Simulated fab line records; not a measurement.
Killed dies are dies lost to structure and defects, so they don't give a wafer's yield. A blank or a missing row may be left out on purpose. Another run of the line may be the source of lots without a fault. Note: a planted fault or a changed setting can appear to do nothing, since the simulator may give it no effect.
Matching of chambers || flow nand-harc || NHARC_A_STAIRCASE_ETCH_201 on rie-diel-09 has 3 sister chambers
The step etches the open film in C4F8/O2, target depth 100 nm, time 40.5 s. 3 wafers are shown with their chamber, then 7 later ones without.

WAFERS PAIRED WITH THEIR CHAMBERS
{"wafer": "L207.5", "chamber": 2, "rf-vpp-V (V)": 898}
{"wafer": "L210.2", "chamber": 3, "rf-vpp-V (V)": 891}
{"wafer": "L210.3", "chamber": 1, "rf-vpp-V (V)": 901}

WAFERS MISSING THEIR CHAMBER
{"wafer": "L210.6", "rf-vpp-V (V)": 901}
{"wafer": "L213.2", "rf-vpp-V (V)": 902}
{"wafer": "L213.4", "rf-vpp-V (V)": 896}
{"wafer": "L213.5", "rf-vpp-V (V)": 903}
{"wafer": "L214.1", "rf-vpp-V (V)": 890}
{"wafer": "L214.2", "rf-vpp-V (V)": 896}
{"wafer": "L214.3", "rf-vpp-V (V)": 901}

EACH ONE'S CHAMBER
{"wafer": "L210.6", "from the rows above": 1, "in truth": 1}
{"wafer": "L213.2", "from the rows above": 1, "in truth": 1}
{"wafer": "L213.4", "from the rows above": 2, "in truth": 2}
{"wafer": "L213.5", "from the rows above": 1, "in truth": 1}
{"wafer": "L214.1", "from the rows above": 3, "in truth": 3}
{"wafer": "L214.2", "from the rows above": 2, "in truth": 2}
{"wafer": "L214.3", "from the rows above": 1, "in truth": 1}
Placed correctly: 7 of 7. From these rows, 0 cannot be placed. Wrongly placed: 0.
How it was worked out, from the rows above alone: a wafer's distance from a chamber is the root of the sum, over the readings, of the square of ((its reading less the chamber's mean) divided by the reading's scatter). If the next closest chamber is less than 2 further off than the closest, the wafer can't be placed; otherwise it belongs to the closest. For every chamber, the mean is computed from those of its wafers that are shown. The scatter: root of mean squared gap, hidden wafer to nearest shown wafer, with one shown wafer a chamber.
